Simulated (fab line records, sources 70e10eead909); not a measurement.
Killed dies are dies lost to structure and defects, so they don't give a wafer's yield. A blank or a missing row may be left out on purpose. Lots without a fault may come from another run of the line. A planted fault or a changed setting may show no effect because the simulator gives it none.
Which tool did it? | flow nand_harc | 14 lots, 42 wafers sampled, at 4 steps of a route of 1159

WHAT THE GAUGES READ, wafer by wafer
The record holds no reading of a measuring or inspecting step that can be judged against a usual standard deviation.

WHICH TOOL RAN EACH LOT (tool, then ch and the chambers of the sampled wafers, then the start)
lot  | NHARC_P_M0_STRIP_18                | NHARC_P_M0_ANNEAL_30             | NHARC_P_M1_ETCH_28                 | NHARC_P_M1_PRE_CLEAN_32
L477 | rie_diel-04 ch 0,1,3, day 6 04:32  | rtp_anneal-02 ch 0, day 6 05:55  | rie_diel-07 ch 0,1,2, day 6 08:47  | pecvd-02 ch 0,1,2, day 6 10:56
L479 | rie_diel-08 ch 0,3, day 7 01:04    | rtp_anneal-01 ch 0, day 7 02:22  | rie_diel-10 ch 0,1,2, day 7 05:23  | pecvd-04 ch 1,2, day 7 07:26
L480 | rie_diel-04 ch 0,1,2, day 7 01:43  | rtp_anneal-02 ch 0, day 7 03:02  | rie_diel-07 ch 0,1,3, day 7 06:03  | pecvd-02 ch 0,1,2, day 7 08:16
L481 | rie_diel-08 ch 1,2,3, day 7 05:59  | rtp_anneal-02 ch 0, day 7 07:32  | rie_diel-10 ch 1,2,3, day 7 10:37  | pecvd-01 ch 1,2, day 7 13:03
L485 | rie_diel-01 ch 0,1,3, day 8 02:29  | rtp_anneal-02 ch 0, day 8 03:43  | rie_diel-07 ch 0,1, day 8 06:36    | pecvd-02 ch 0,1, day 8 08:49
L490 | rie_diel-01 ch 0,3, day 9 05:23    | rtp_anneal-01 ch 0, day 9 06:50  | rie_diel-12 ch 0,2,3, day 9 09:43  | pecvd-02 ch 0,1,2, day 9 11:45
L488 | rie_diel-08 ch 0,2, day 9 16:30    | rtp_anneal-02 ch 0, day 9 17:46  | rie_diel-07 ch 0,1,3, day 9 20:40  | pecvd-01 ch 0,1, day 9 22:45
L493 | rie_diel-04 ch 1,2, day 10 00:56   | rtp_anneal-01 ch 0, day 10 02:16 | rie_diel-10 ch 0,3, day 10 05:14   | pecvd-01 ch 0,2, day 10 07:31
L494 | rie_diel-04 ch 1,2,3, day 10 10:04 | rtp_anneal-01 ch 0, day 10 11:30 | rie_diel-12 ch 0,1,3, day 10 14:56 | pecvd-04 ch 0,2, day 10 16:58
L495 | rie_diel-04 ch 0,1, day 10 14:53   | rtp_anneal-01 ch 0, day 10 16:28 | rie_diel-12 ch 0,1, day 10 19:58   | pecvd-02 ch 0,1, day 10 22:22
L497 | rie_diel-01 ch 2,3, day 10 19:08   | rtp_anneal-01 ch 0, day 10 20:31 | rie_diel-10 ch 0,1,2, day 10 23:28 | pecvd-02 ch 0,2, day 11 01:30
L496 | rie_diel-04 ch 2,3, day 10 19:28   | rtp_anneal-01 ch 0, day 10 20:49 | rie_diel-10 ch 2,3, day 11 00:01   | pecvd-04 ch 1,2, day 11 02:16
L498 | rie_diel-01 ch 0,1,2, day 11 09:34 | rtp_anneal-02 ch 0, day 11 10:52 | rie_diel-10 ch 0,1,2, day 11 13:52 | pecvd-02 ch 0,2, day 11 16:04
L499 | rie_diel-08 ch 0,1,3, day 11 23:04 | rtp_anneal-02 ch 0, day 12 00:23 | rie_diel-10 ch 0,2,3, day 12 03:19 | pecvd-02 ch 0,1, day 12 05:23
- NHARC_P_M0_STRIP_18: strips in N2/H2.
- NHARC_P_M0_ANNEAL_30: time 90 s.
- NHARC_P_M1_ETCH_28: etches the open film in CF4/N2, target depth 30 nm, time 72.99 s.
- NHARC_P_M1_PRE_CLEAN_32: time 12 s.

WHAT THE TOOLS THEMSELVES READ (means of the sampled wafers that have a number; where no wafer has one, the mark that the record gives instead)
NHARC_P_M0_STRIP_18. Usual: drypump_motor_current_A 5.7 A, standard deviation 0.49; oes_product_au 1.006 a.u., standard deviation 0.011; rf_vpp_V 90.5 V, standard deviation 0.98; showerhead_plenum_p_Torr 2.00 Torr, standard deviation 0.097; throttle_valve_pct 14.171 %, standard deviation 0.0077.
lot  | tool        | drypump_motor_current_A (A) | oes_product_au (a.u.) | rf_vpp_V (V) | showerhead_plenum_p_Torr (Torr) | throttle_valve_pct (%) | flag
L477 | rie_diel-04 | 5.7                         | 1.001                 | 89.9         | 2.04                            | 14.176                 |
L479 | rie_diel-08 | 6.1                         | 1.000                 | 91.3         | 2.03                            | 14.177                 |
L480 | rie_diel-04 | 5.9                         | 1.005                 | 89.9         | 1.94                            | 14.169                 |
L481 | rie_diel-08 | 5.6                         | 1.002                 | 90.7         | 1.97                            | 14.170                 |
L485 | rie_diel-01 | 5.5                         | 1.017                 | 91.3         | 2.02                            | 14.168                 |
L490 | rie_diel-01 | 5.9                         | 1.014                 | 91.5         | 1.96                            | 14.166                 |
L488 | rie_diel-08 | 6.0                         | 1.002                 | 90.7         | 2.00                            | 14.169                 |
L493 | rie_diel-04 | 6.0                         | 0.996                 | 90.7         | 1.93                            | 14.174                 |
L494 | rie_diel-04 | 5.8                         | 0.991                 | 90.3         | 2.03                            | 14.177                 |
L495 | rie_diel-04 | 5.7                         | 1.003                 | 90.5         | 1.94                            | 14.169                 |
L497 | rie_diel-01 | 5.9                         | 1.015                 | 90.5         | 1.97                            | 14.178                 |
L496 | rie_diel-04 | 5.5                         | 0.999                 | 89.8         | 2.00                            | 14.169                 |
L498 | rie_diel-01 | 5.6                         | 1.007                 | 91.0         | 2.01                            | 14.167                 |
L499 | rie_diel-08 | 6.0                         | 0.999                 | 90.6         | 1.99                            | 14.172                 |

NHARC_P_M0_ANNEAL_30. Usual: wafer_temp_C_max 225.95, standard deviation 0.25.
lot  | tool          | wafer_temp_C_max | flag
L477 | rtp_anneal-02 | 226.14           |
L479 | rtp_anneal-01 | 226.12           |
L480 | rtp_anneal-02 | 226.00           |
L481 | rtp_anneal-02 | 225.72           |
L485 | rtp_anneal-02 | 225.82           |
L490 | rtp_anneal-01 | 226.13           |
L488 | rtp_anneal-02 | 225.80           |
L493 | rtp_anneal-01 | 225.90           |
L494 | rtp_anneal-01 | 225.87           |
L495 | rtp_anneal-01 | 225.89           |
L497 | rtp_anneal-01 | 226.23           |
L496 | rtp_anneal-01 | 225.88           |
L498 | rtp_anneal-02 | 226.15           |
L499 | rtp_anneal-02 | 226.19           |

NHARC_P_M1_ETCH_28. Usual: drypump_motor_current_A 5.6 A, standard deviation 0.45; oes_product_au 1.005 a.u., standard deviation 0.0098; rf_vpp_V 314.6 V, standard deviation 2.3; showerhead_plenum_p_Torr 2.65 Torr, standard deviation 0.12; throttle_valve_pct 19.794 %, standard deviation 0.009.
lot  | tool        | drypump_motor_current_A (A) | oes_product_au (a.u.) | rf_vpp_V (V) | showerhead_plenum_p_Torr (Torr) | throttle_valve_pct (%) | flag
L477 | rie_diel-07 | 5.4                         | 0.996                 | 313.8        | 2.67                            | 19.799                 |
L479 | rie_diel-10 | 5.3                         | 1.013                 | 313.0        | 2.61                            | 19.793                 |
L480 | rie_diel-07 | 5.6                         | 1.007                 | 314.3        | 2.60                            | 19.787                 |
L481 | rie_diel-10 | 5.6                         | 1.019                 | 315.5        | 2.66                            | 19.792                 |
L485 | rie_diel-07 | 5.1                         | 0.938                 | 315.6        | 2.66                            | 19.789                 | OFF
L490 | rie_diel-12 | 5.7                         | 0.998                 | 314.9        | 2.72                            | 19.794                 |
L488 | rie_diel-07 | 5.6                         | 0.943                 | 313.9        | 2.60                            | 19.793                 | OFF
L493 | rie_diel-10 | 5.4                         | 0.998                 | 312.9        | 2.55                            | 19.801                 |
L494 | rie_diel-12 | 5.9                         | 1.007                 | 315.0        | 2.71                            | 19.792                 |
L495 | rie_diel-12 | 6.4                         | 1.004                 | 317.1        | 2.81                            | 19.790                 |
L497 | rie_diel-10 | 5.3                         | 1.002                 | 313.9        | 2.61                            | 19.795                 |
L496 | rie_diel-10 | 5.8                         | 1.010                 | 314.4        | 2.70                            | 19.793                 |
L498 | rie_diel-10 | 5.3                         | 1.003                 | 314.1        | 2.61                            | 19.792                 |
L499 | rie_diel-10 | 5.5                         | 1.011                 | 314.5        | 2.65                            | 19.791                 |

NHARC_P_M1_PRE_CLEAN_32. Usual: heater_power_w 631 W, standard deviation 67.
lot  | tool     | heater_power_w (W) | flag
L477 | pecvd-02 | 585                |
L479 | pecvd-04 | 657                |
L480 | pecvd-02 | 600                |
L481 | pecvd-01 | 669                |
L485 | pecvd-02 | 624                |
L490 | pecvd-02 | 606                |
L488 | pecvd-01 | 646                |
L493 | pecvd-01 | 637                |
L494 | pecvd-04 | 659                |
L495 | pecvd-02 | 589                |
L497 | pecvd-02 | 658                |
L496 | pecvd-04 | 591                |
L498 | pecvd-02 | 650                |
L499 | pecvd-02 | 567                |

THE ANSWER, worked out from the rows above alone
Rule: a lot is off if the mean of its wafers that have a number lies more than 3 standard deviations from the usual mean. A lot without any number at a reading at which 4 lots or more have one is off too. The other lots that the step has rows for count as sound. The gauges are gone through in route order, then the tools' own readings, and for those a lot's mean is taken as printed above. The first step at which some lot is off is used, and at that step the reading that is off furthest; a lot without a number counts as furthest.
Off: L485, L488, at NHARC_P_M1_ETCH_28 (oes_product_au).
A tool fits if, at that step or a process step before it, it ran every lot that is off, and no sound lot after the first of them. One fits: rie_diel-07 at NHARC_P_M1_ETCH_28. Its last sound lot is L480 (day 7 06:03), its first lot that is off L485 (day 8 06:36): a fault that began between those two fits.
The tool's own readings at NHARC_P_M1_ETCH_28 bear it out: on the lots that are off they differ by more than 5 times the standard deviation of the sound lots' means. oes_product_au reads 0.940 a.u. there against 1.006 a.u. on the sound lots.

WHAT THE SIMULATOR HAD PUT IN
Process parameter drift: rie_diel-07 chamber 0, from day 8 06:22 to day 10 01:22, at NHARC_P_M1_ETCH_28. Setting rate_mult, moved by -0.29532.
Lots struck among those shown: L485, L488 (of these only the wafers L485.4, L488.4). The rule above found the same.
